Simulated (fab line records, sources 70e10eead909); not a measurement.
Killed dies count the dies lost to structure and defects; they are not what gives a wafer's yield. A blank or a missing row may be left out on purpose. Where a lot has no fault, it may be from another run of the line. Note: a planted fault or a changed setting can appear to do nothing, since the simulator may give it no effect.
Matching of chambers ; flow nandHarc ; 4 sister chambers for NHARC_A_BONDPAD_CMP_29 on cmp-01
The step polishes SiCN, target thk 200 nm. 15 wafers are shown with their chamber, then 7 later ones without.

## WAFERS PAIRED WITH THEIR CHAMBERS
wafer;chamber;motorCurrentA (A)
L416.1;3;10.4
L416.3;1;12.4
L416.4;2;12.2
L415.1;3;10.6
L415.2;1;12.4
L415.5;3;10.9
L422.1;3;11.0
L422.4;2;12.5
L422.6;1;13.1
L427.1;2;12.4
L427.2;0;13.2
L427.4;3;10.8
L429.1;0;12.7
L433.1;2;14.0
L433.5;0;13.2

SIGNATURES, as means of the wafers listed above
reading;chamber 0;chamber 1;chamber 2;chamber 3;scatter within a chamber
motorCurrentA;13.033;12.633;12.775;10.740;0.502
Rule: for each reading, subtract the chamber's mean from the wafer's reading, divide by that reading's scatter and square the result; add these up over the readings and take the root, which gives the wafer's distance from the chamber. If the next closest chamber is less than 2 further off than the closest, the wafer can't be placed; otherwise it belongs to the closest. How the scatter is found: for the shown wafers, subtract from each reading the mean of its chamber, square and add these, divide the total by (wafers less chambers), then take the root.

## WAFERS WHOSE CHAMBER IS MISSING
wafer;motorCurrentA (A)
L433.6;13.6
L437.1;12.8
L437.3;11.0
L437.6;12.7
L438.2;13.4
L438.5;12.5
L438.6;12.8

## WHICH CHAMBER EACH WENT THROUGH
wafer;from the rows above;in truth
L433.6;can't be placed: 0 or 2 or 1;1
L437.1;can't be placed: 2 or 1 or 0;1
L437.3;3;3
L437.6;can't be placed: 1 or 2 or 0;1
L438.2;can't be placed: 0 or 2 or 1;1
L438.5;can't be placed: 1 or 2 or 0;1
L438.6;can't be placed: 2 or 1 or 0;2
1 of 7 placed correctly. From these rows, 6 cannot be placed; in 6 the true chamber is one of the candidates. Number placed wrongly: 0.
